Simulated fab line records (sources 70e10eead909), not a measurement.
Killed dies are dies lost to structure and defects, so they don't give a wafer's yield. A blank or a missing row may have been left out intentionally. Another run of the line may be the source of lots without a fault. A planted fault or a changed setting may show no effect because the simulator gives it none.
fab line records    flow nand-harc
[record] lots = 6  wafers = 18  last-day = 33
route steps=1302 shown A_CHANNEL_FILL_D2@616 A_STAIRCASE@639 END@1302
lots with no fault: from the same line, run without faults
start-h: the number of hours between the record's first day and the start of the first shown wafer of the lot    wait-h: hours from the lot's prior step to this one    " as in the row above    L1.1+2: one row covering several wafers at once    - either no value or no given start    * or withheld: withheld    < > ~ a bound
route shown NAME@n: NAME is a module with steps in the file, n the number in the route of the first one    usual: average and standard deviation across the fault-free wafers    same: alike in all rows    chamber/n: place in a boat    sites: the reading at each site    _std_site: standard deviation of those values    _edge_site: outer sites' mean less inner sites'    radius-mm: for every site, how far away it sits from the centre of the wafer    mask NAME#n: copy n    behind: the last tool/chamber to shape the wafer    hold: why the lot was held/for how many hours/how that ended    device: the n, p or np transistor that did not switch    end of line: tests run on the same wafers once the route is complete    a step with no rows: only its recipe    killed: the dies lost at the first sort to structure and to defects; this is not the yield of the wafer    map: a wafer's dies, x killed, . not, _ none there
set.NAME: the setting that was run; set.NAME@STEP: the one run at that earlier step    model.NAME: the simulator's own value behind a step, which no gauge read
certain route steps with their lots: each step a table, each wafer a row
services: a tool's chamber out of use, with start hour (start-h, from the record's first day; less than 0 if before it), hours out, and reason
[[steps]]
[step NHARC_A_CHANNEL_FILL_D2_ALD_16]
[recipe] target-thk-a = 15  pulse-time-s = 10  ald-cycles = 15  temp-c = 300  material = SiO2
[step NHARC_A_CHANNEL_FILL_D2_ANNEAL_17]
[recipe] temp-c = 850  time-s = 1800
[step NHARC_A_CHANNEL_FILL_D2_CVD_18]
[recipe] target-thk-a = 30  temp-c = 550  material = poly-Si
[step NHARC_A_CHANNEL_FILL_D2_ETCHBACK_19]
[recipe] target-depth-a = 50  time-s = 1.7  hbr-flow-sccm = 150  cl2-flow-sccm = 50  rf-w = 400  icp-w = 400  bias-w = 100  chemistry = HBr/Cl2
[step NHARC_A_CHANNEL_FILL_D2_ETCHBACK_20]
[recipe] target-depth-a = 270  time-s = 13.5  c4f8-flow-sccm = withheld  o2-flow-sccm = 8  ar-flow-sccm = withheld  rf-w = 600  bias-w = 1500  chemistry = C4F8/O2/Ar
[usual] bias-w = 1500/4.4  oes-product-au = 0.982/0.025  rf-vpp-V = 980/5.4
lot.wafer  tool         chamber  start-h  wait-h  bias-w  oes-product-au  rf-hours-counter-h  rf-vpp-V
L677.3     rie-diel-07  2        349.40   -       1503    1.005           7.9                 980
L677.2     "            1        "        "       1509    1.005           7.5                 977
L677.6     "            2        "        "       1503    0.990           -                   979
L684.1     rie-diel-06  3        412.11   -       1504    0.988           2.1                 980
L684.2     "            1        "        "       1497    0.985           2.6                 979
L684.5     "            0        "        "       1499    0.989           -                   986
L687.4     rie-diel-13  1        436.94   -       1504    0.968           2.0                 988
L687.3     "            2        "        "       1496    0.981           2.1                 975
L687.1     "            3        "        "       1499    0.972           2.1                 987
L689.2     rie-diel-13  3        473.86   -       1494    0.947           3.6                 986
L689.3     "            1        "        "       1503    0.955           3.2                 987
L689.6     "            0        "        "       1508    0.953           -                   980
L691.2     rie-diel-07  3        484.34   -       1495    1.002           0.3                 976
L691.3     "            0        "        "       1489    0.995           0.3                 971
L691.5     "            3        "        "       1495    0.995           -                   977
L698.1     rie-diel-06  0        542.42   -       1497    0.916           1.3                 985
L698.3     "            1        "        "       1504    0.932           1.5                 981
L698.5     "            3        "        "       1497    0.935           -                   979
[step NHARC_A_CHANNEL_FILL_D2_STRIP_28]
[recipe] time-s = 20  o2-flow-sccm = 500  ar-flow-sccm = 0  bias-w = 0  chemistry = O2
[usual] drypump-motor-current-A = 5.5/0.46  oes-product-au = 1.003/0.0076  rf-vpp-V = 57.8/0.81  showerhead-plenum-p-Torr = 3.56/0.14  throttle-valve-pct = 17.038/0.0091
[same] bias-w = 0
lot.wafer  tool         chamber  start-h  wait-h  drypump-motor-current-A  oes-product-au  rf-hours-counter-h  rf-vpp-V  showerhead-plenum-p-Torr  throttle-valve-pct
L677.2     rie-diel-07  0        349.51   0.1     5.8                      1.009           7.3                 57.4      3.39                      17.034
L677.3     "            2        "        "       5.2                      1.013           7.9                 59.5      3.55                      17.043
L677.6     "            1        "        "       5.4                      1.015           -                   57.2      3.45                      17.043
L684.1     rie-diel-06  3        412.21   0.1     4.6                      0.999           2.1                 57.4      3.54                      17.035
L684.2     "            0        "        "       6.1                      0.994           2.5                 58.1      3.72                      17.048
L684.5     "            2        "        "       5.5                      1.003           -                   56.5      3.32                      17.039
L687.1     rie-diel-13  3        437.04   0.1     5.8                      0.999           2.2                 57.3      3.74                      17.052
L687.4     "            1        "        "       5.4                      0.992           2.0                 57.7      3.75                      17.046
L687.3     "            2        "        "       5.1                      1.002           2.1                 57.7      3.46                      17.031
L689.2     rie-diel-13  0        473.96   0.1     6.0                      1.002           2.9                 57.8      3.59                      17.038
L689.3     "            1        "        "       5.5                      0.992           3.2                 57.7      3.75                      17.036
L689.6     "            0        "        "       6.0                      0.992           -                   58.0      3.59                      17.045
L691.3     rie-diel-07  1        484.42   0.1     5.4                      1.013           0.4                 57.7      3.43                      17.020
L691.2     "            0        "        "       5.9                      1.007           0.3                 58.5      3.38                      17.043
L691.5     "            2        "        "       5.3                      0.997           -                   57.8      3.54                      17.029
L698.3     rie-diel-06  0        542.50   0.1     6.2                      1.001           1.3                 57.9      3.72                      17.038
L698.1     "            2        "        "       5.5                      1.003           1.6                 56.7      3.31                      17.037
L698.5     "            3        "        "       4.6                      1.009           -                   57.8      3.54                      17.033
[step NHARC_A_CHANNEL_FILL_D2_PRECLEAN_21]
[recipe] time-s = 30  chemistry = dHF
[step NHARC_A_CHANNEL_FILL_D2_SRD_23]
[step NHARC_A_CHANNEL_FILL_D2_CVD_05]
[recipe] target-thk-a = 50  temp-c = 550  material = poly-Si
[step NHARC_A_CHANNEL_FILL_D2_ANNEAL_22]
[recipe] temp-c = 620  time-s = 7200
[step NHARC_A_CHANNEL_FILL_D2_THK_MEAS_06]
[recipe] thk-meas-gauge = ellipsometry
[usual] thk-nm = 5.0/1
lot.wafer  tool           chamber  start-h  wait-h  thk-nm
L677.2     film-metro-01  -        361.92   0.4     4.6
L677.3     "              -        "        "       4.4
L677.6     "              -        "        "       5.9
L684.1     film-metro-02  -        423.41   0.4     7.8
L684.2     "              -        "        "       3.0
L684.5     "              -        "        "       5.1
L687.1     film-metro-02  -        450.17   0.4     5.3
L687.3     "              -        "        "       4.3
L687.4     "              -        "        "       6.0
L689.2     film-metro-01  -        485.83   0.4     6.7
L689.3     "              -        "        "       4.6
L689.6     "              -        "        "       3.3
L691.2     film-metro-02  -        497.41   0.4     5.5
L691.3     "              -        "        "       6.3
L691.5     "              -        "        "       5.3
L698.1     film-metro-02  -        553.66   0.4     5.2
L698.3     "              -        "        "       5.8
L698.5     "              -        "        "       5.2
[step NHARC_A_CHANNEL_FILL_D2_ALD_25]
[recipe] target-thk-a = 600  pulse-time-s = 10  ald-cycles = 600  temp-c = 300  material = SiOx
[step NHARC_A_CHANNEL_FILL_D2_ETCHBACK_08]
[recipe] target-depth-a = 2200  time-s = 110  c4f8-flow-sccm = 20  ar-flow-sccm = withheld  rf-w = 600  bias-w = 300  chemistry = C4F8
[usual] oes-product-au = 0.95/0.034  rf-vpp-V = 441.5/2.6
lot.wafer  tool         chamber  start-h  wait-h  oes-product-au  rf-hours-counter-h  rf-vpp-V
L677.3     rie-diel-07  1        367.48   -       0.92            11.6                439.0
L677.2     "            0        "        "       0.93            11.0                438.7
L677.6     "            1        "        "       0.92            -                   438.3
L684.1     rie-diel-06  2        429.04   -       0.92            2.5                 437.4
L684.2     "            0        "        "       0.93            2.5                 443.8
L684.5     "            2        "        "       0.91            -                   437.2
L687.1     rie-diel-06  0        455.86   -       0.99            2.8                 442.5
L687.4     "            2        "        "       0.99            2.9                 436.7
L687.3     "            3        "        "       0.98            2.5                 441.7
L689.3     rie-diel-07  2        491.38   -       1.01            1.5                 441.5
L689.2     "            0        "        "       1.01            1.7                 437.5
L689.6     "            3        "        "       1.02            -                   440.9
L691.3     rie-diel-13  0        503.01   -       0.96            4.2                 442.2
L691.2     "            1        "        "       0.97            4.3                 444.0
L691.5     "            3        "        "       0.96            -                   444.3
L698.1     rie-diel-06  0        559.25   -       0.93            2.0                 444.9
L698.3     "            2        "        "       0.92            2.1                 437.1
L698.5     "            0        "        "       0.93            -                   443.4
[step NHARC_A_CHANNEL_FILL_D2_STRIP_29]
[recipe] time-s = 20  o2-flow-sccm = 500  ar-flow-sccm = 0  bias-w = 0  chemistry = O2
[usual] drypump-motor-current-A = 5.6/0.45  oes-product-au = 1.000/0.0082  rf-vpp-V = 57.9/0.86  showerhead-plenum-p-Torr = 3.56/0.14  throttle-valve-pct = 17.036/0.0094
[same] bias-w = 0
lot.wafer  tool         chamber  start-h  wait-h  drypump-motor-current-A  oes-product-au  rf-hours-counter-h  rf-vpp-V  showerhead-plenum-p-Torr  throttle-valve-pct
L677.3     rie-diel-07  3        367.66   0.2     5.3                      1.009           11.0                57.6      3.52                      17.032
L677.2     "            0        "        "       5.9                      1.006           11.1                57.5      3.39                      17.023
L677.6     "            3        "        "       5.3                      1.001           -                   57.4      3.52                      17.031
L684.1     rie-diel-06  0        -        -       6.2                      1.003           2.6                 58.1      3.72                      17.034
L684.2     "            1        "        "       6.0                      1.000           2.8                 57.9      3.57                      17.045
L684.5     "            2        "        "       5.5                      0.990           -                   58.0      3.32                      17.034
L687.3     rie-diel-06  1        -        -       6.0                      1.002           3.1                 57.8      3.57                      17.028
L687.4     "            2        "        "       5.5                      0.989           2.9                 57.3      3.32                      17.049
L687.1     "            0        "        "       6.2                      0.995           2.9                 58.3      3.72                      17.049
L689.2     rie-diel-07  3        -        -       5.3                      1.008           1.9                 57.8      3.51                      17.042
L689.3     "            0        "        "       5.8                      1.001           1.7                 57.0      3.38                      17.040
L689.6     "            1        "        "       5.4                      1.005           -                   57.0      3.43                      17.036
L691.3     rie-diel-13  1        -        -       5.4                      0.995           4.4                 59.4      3.75                      17.035
L691.2     "            3        "        "       5.8                      0.990           5.0                 59.1      3.74                      17.031
L691.5     "            0        "        "       6.0                      1.005           -                   58.3      3.59                      17.039
L698.3     rie-diel-06  0        -        -       6.2                      0.996           2.1                 58.9      3.72                      17.045
L698.1     "            2        "        "       5.5                      0.996           2.1                 58.4      3.31                      17.037
L698.5     "            0        "        "       6.2                      1.001           -                   59.2      3.72                      17.028
[step NHARC_A_CHANNEL_FILL_D2_PRECLEAN_30]
[recipe] time-s = 30  chemistry = dHF
[step NHARC_A_CHANNEL_FILL_D2_SRD_31]
[step NHARC_A_CHANNEL_FILL_D2_CVD_09]
[recipe] target-thk-a = 1500  temp-c = 620  pressure-mtorr = 200  time-s = 3000  material = poly-Si
[step NHARC_A_CHANNEL_FILL_D2_CMP_10]
[recipe] target-thk-nm = 150
[usual] motor-current-A = 12.0/1.2  time-to-endpoint-s = 15.7/2
lot.wafer  tool    chamber  start-h  wait-h  motor-current-A  time-to-endpoint-s
L677.3     cmp-04  3        373.27   0.4     10.1             14.3
L677.2     "       1        "        "       12.1             16.3
L677.6     "       0        "        "       12.1             15.6
L684.1     cmp-04  3        434.78   0.4     10.3             12.2
L684.2     "       0        "        "       12.4             15.9
L684.5     "       3        "        "       10.5             11.1
L687.1     cmp-03  3        461.59   0.4     12.3             15.4
L687.4     "       1        "        "       11.5             17.6
L687.3     "       2        "        "       11.5             16.0
L689.3     cmp-03  3        497.14   0.4     12.3             16.1
L689.2     "       1        "        "       11.2             16.5
L689.6     "       3        "        "       11.8             18.8
L691.2     cmp-04  1        508.71   0.4     12.6             17.2
L691.3     "       2        "        "       9.9              16.1
L691.5     "       1        "        "       12.5             19.8
L698.1     cmp-03  3        565.00   0.4     12.6             12.8
L698.3     "       0        "        "       12.0             12.4
L698.5     "       3        "        "       12.4             14.0
[step NHARC_A_CHANNEL_FILL_D2_SRD_12]
[step NHARC_A_CHANNEL_FILL_D2_RTA_24]
[recipe] temp-c = 1000  time-s = 5
[step NHARC_A_STAIRCASE_DEP_156]
[recipe] target-thk-a = 500  temp-c = 400  target-thk-nm = 50  flow-sccm = 200  rf-w = 450  material = SiNx
[step NHARC_A_STAIRCASE_DEHYDRATE_158]
[recipe] temp-c = 150  time-s = 120
[step NHARC_A_STAIRCASE_HMDS_159]
[recipe] time-s = 30
[step NHARC_A_STAIRCASE_COAT_160]
[recipe] spin-rpm = 1200
[step NHARC_A_STAIRCASE_SOFTBAKE_161]
[recipe] temp-c = 135  time-s = 170
[step NHARC_A_STAIRCASE_EBR_162]
[step NHARC_A_STAIRCASE_EXPOSE_163]
[recipe] na = 0.5  dose-mj = 20.01  mask-id = STAIR_OPEN
[step NHARC_A_STAIRCASE_PEB_164]
[recipe] peb-temp-c = 115  peb-time-s = 130
[step NHARC_A_STAIRCASE_DEVELOP_165]
[recipe] time-s = 140
[step NHARC_A_STAIRCASE_HARDBAKE_167]
[recipe] temp-c = 120  time-s = 140
[step NHARC_A_STAIRCASE_DESCUM_168]
[recipe] time-s = 3  o2-flow-sccm = 200  ar-flow-sccm = 0  bias-power-w = 0  chemistry = O2
[step NHARC_A_STAIRCASE_ETCH_169]
[recipe] target-depth-a = 500  time-s = 107.1  ion-energy-ev = 120  ch3f-flow-sccm = 50  o2-flow-sccm = 30  ar-flow-sccm = 200  rf-w = 500  bias-w = 100  chemistry = CH3F/O2
[step NHARC_A_STAIRCASE_ETCH_170]
[recipe] target-depth-a = 2000  time-s = 66.667  ion-energy-ev = 250  c4f6-flow-sccm = 25  o2-flow-sccm = 20  ar-flow-sccm = 500  rf-w = 600  bias-w = 500  chemistry = C4F6/O2
[step NHARC_A_STAIRCASE_STRIP_171]
[recipe] power-w = 1500  temp-c = 250  chemistry = O2
[usual] drypump-motor-current-A = 5.8/0.31  heater-power-w = 382/28
lot.wafer  tool             chamber  start-h  wait-h  drypump-motor-current-A  heater-power-w  rf-hours-counter-h
L677.2     plasma-asher-01  0        375.22   -       5.4                      414             3
L677.3     "                1        "        "       5.8                      376             -
L677.6     "                0        "        "       5.5                      418             -
L684.2     plasma-asher-01  1        436.61   -       5.8                      384             18
L684.1     "                0        "        "       5.4                      403             18
L684.5     "                1        "        "       5.8                      367             -
L687.1     plasma-asher-01  1        463.98   -       5.7                      366             29
L687.4     "                0        "        "       5.5                      422             -
L687.3     "                1        "        "       5.7                      381             -
L689.2     plasma-asher-01  1        500.99   -       5.8                      378             40
L689.3     "                1        "        "       5.7                      376             -
L689.6     "                0        "        "       5.5                      409             -
L691.2     plasma-asher-02  1        510.97   -       6.4                      369             9
L691.3     "                0        "        "       5.8                      333             -
L691.5     "                1        "        "       6.5                      364             -
L698.1     plasma-asher-01  1        567.05   -       5.8                      388             6
L698.3     "                0        "        "       5.5                      411             -
L698.5     "                1        "        "       5.8                      381             -
[step NHARC_A_STAIRCASE_STRIP_172]
[recipe] time-s = 900  temp-c = 130  chemistry = SPM
[step NHARC_A_STAIRCASE_PRECLEAN_173]
[recipe] time-s = *  temp-c = 50  bath-age-min = 0  chemistry = SC1
[step NHARC_A_STAIRCASE_SRD_174]
[step NHARC_A_STAIRCASE_DEHYDRATE_01]
[recipe] temp-c = 150  time-s = 120
[step NHARC_END_SORT_01]
[recipe] temp-c = 25
[usual] killed-at-array = 56/20  killed-at-other = 1/1.3  killed-at-periphery = 3.5/2.7  killed-dies = 60/20  killed-open = 3.3/1.6  killed-short = 2.4/1.5
[same] gross-dies = 677
lot.wafer  tool       chamber  start-h  wait-h  killed-at-array  killed-at-other  killed-at-periphery  killed-dies  killed-open  killed-short
L684.2     prober-02  0        648.04   2.8     153              0                3                    156          2            0
L687.1     prober-02  0        677.61   2.5     154              2                4                    160          2            3
// killed by level:class
L684.2 A_CHANNEL_FILL_D2:unspecified=97 A_SLIT:chamber-film-flake=24 A_CHANNEL_HOLE_D2:chamber-film-flake=19 A_CHANNEL_HOLE_D1:chamber-film-flake=4 P_BONDPAD:chamber-film-flake=3 A_CONTACT:chamber-film-flake=3 A_STAIRCASE:chamber-film-flake=2 A_WL_FILL:chamber-film-flake=2
L687.1 A_CHANNEL_FILL_D2:unspecified=93 A_CHANNEL_HOLE_D1:chamber-film-flake=37 A_CHANNEL_HOLE_D2:chamber-film-flake=15 P_CONTACT:chamber-film-flake=2 A_STAIRCASE:chamber-film-flake=2 A_CONTACT:chamber-film-flake=2 P_M0:geometric-particle:open=1 A_DECK1_JOINT:geometric-particle:short=1
// map L684.2 (x killed, . not)
____________.____________
_________..x...._________
_______...x.....x._______
______.............______
_____.........x....._____
____.............x.x.____
____.x...............____
___.xx................___
___xxxxxx.............___
__xxxxxxx..............__
__xxxxxxx..............__
_xxxxxxxxx..........x..._
_xxxxxxxx..............._
_xxxxxxxxx.............._
_xxxxxxxx..............._
_xxxxxxxx.x............._
.xxxxxxxxx.......xx......
.x.xxxxxx........x.x.x...
..xxxxxxx........x.xxx...
....xxxx...........x.xx..
...xxxx............x.....
_.................xx.x.._
_................x......_
_x...............xxx.x.._
_................xx...x._
_...............xx......_
__............xx.x.x...__
__...........xxxxxxx...__
___.............xx....___
___.............xxx...___
____............x.x..____
____...........x.xx..____
_____..xx..........._____
______.....x.......______
_______..x........_______
_________......._________
____________.____________
// map L687.1 (x killed, . not)
____________x____________
_________......._________
_______..........._______
______........x....______
_____..............._____
____..........x......____
____.x.x....x........____
___..xxx..............___
___xxxx...............___
__xxxxx.........x......__
__xxxxxxxx.......x.....__
_xxxxxxxx..x...x........_
_xxxxxxxx....xxxx......._
_xxxxxxxxx...x.xxxx....._
_xxxxxxxxx.xxxxxx......._
_.xxxxxxx.....x.x..x...._
.xxxxxxx...xxxxxxx..x....
.xxxxxxxx.....x.xx.......
..xxxxxx....x..xx...xx...
..xxxxx.x.....xxx..xx....
....x..x......x..xx..x...
_..xx...x..x.......x...._
_.....x...........x....x_
_................xxx.x.._
_......x.........x.x...._
_......................._
__.....................__
__.....................__
___.x.................___
___...................___
____........x........____
____.................____
_____..............._____
______.............______
_______..........._______
_________......._________
____________.____________
[[services]]
tool             chamber  start-h  hours  kind
rie-diel-13      -        342.00   9.0    pm
plasma-asher-01  -        342.01   9.0    pm
cmp-03           -        358.00   4.0    pm
rie-diel-07      2        367.46   9.0    repair
cmp-03           -        369.17   0.7    repair
cmp-03           -        372.50   1.0    repair
cmp-03           -        378.95   0.7    repair
rie-diel-13      0        388.47   21.6   repair
rie-diel-06      3        402.09   3.4    repair
cmp-04           -        406.15   4.0    pm
cmp-04           -        423.50   3.8    repair
rie-diel-07      0        453.01   7.4    repair
cmp-03           -        456.04   4.0    pm
cmp-03           -        460.68   0.3    repair
cmp-04           -        470.77   1.4    repair
rie-diel-07      -        471.29   9.0    pm
rie-diel-06      -        484.21   9.0    pm
cmp-04           -        504.15   4.0    pm
cmp-04           -        515.88   2.0    repair
rie-diel-13      -        519.00   9.0    pm
plasma-asher-01  -        519.01   9.0    pm
cmp-03           -        537.76   2.6    repair
rie-diel-06      2        547.28   3.2    repair
rie-diel-13      3        552.74   7.6    repair
[[key]]
[first-sign] step = NHARC_END_SORT_01  reading = killed-at-array  direction = up  sigmas = 5  usual = 56  struck = 154
[effect] step = NHARC_END_SORT_01  reading = killed-dies  direction = up  sigmas = 4.8  usual = 60  struck = 158
[more-kills-born-at] NHARC_A_CHANNEL_FILL_D2_ETCHBACK_08@rie-diel-06 = 190
met-at NHARC_A_CHANNEL_FILL_D2_ETCHBACK_08
struck-wafers L684.2,L687.1
tester-left-out L684,L687
[fault] kind = chamber-particle-source  tool = rie-diel-06  chamber = 0  onset-h = 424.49  steps = NHARC_A_CHANNEL_FILL_D2_ETCHBACK_08  rate-per-visit-cm2 = 1.4439  end-h = 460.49
// tester-left-out: of these lots the tester's yield and bins aren't shown, on N5 and GAA mostly nor the transistor test; their killed dies are dies lost to structure and defects alone, not to doping, threshold or leakage, so they don't give the yield
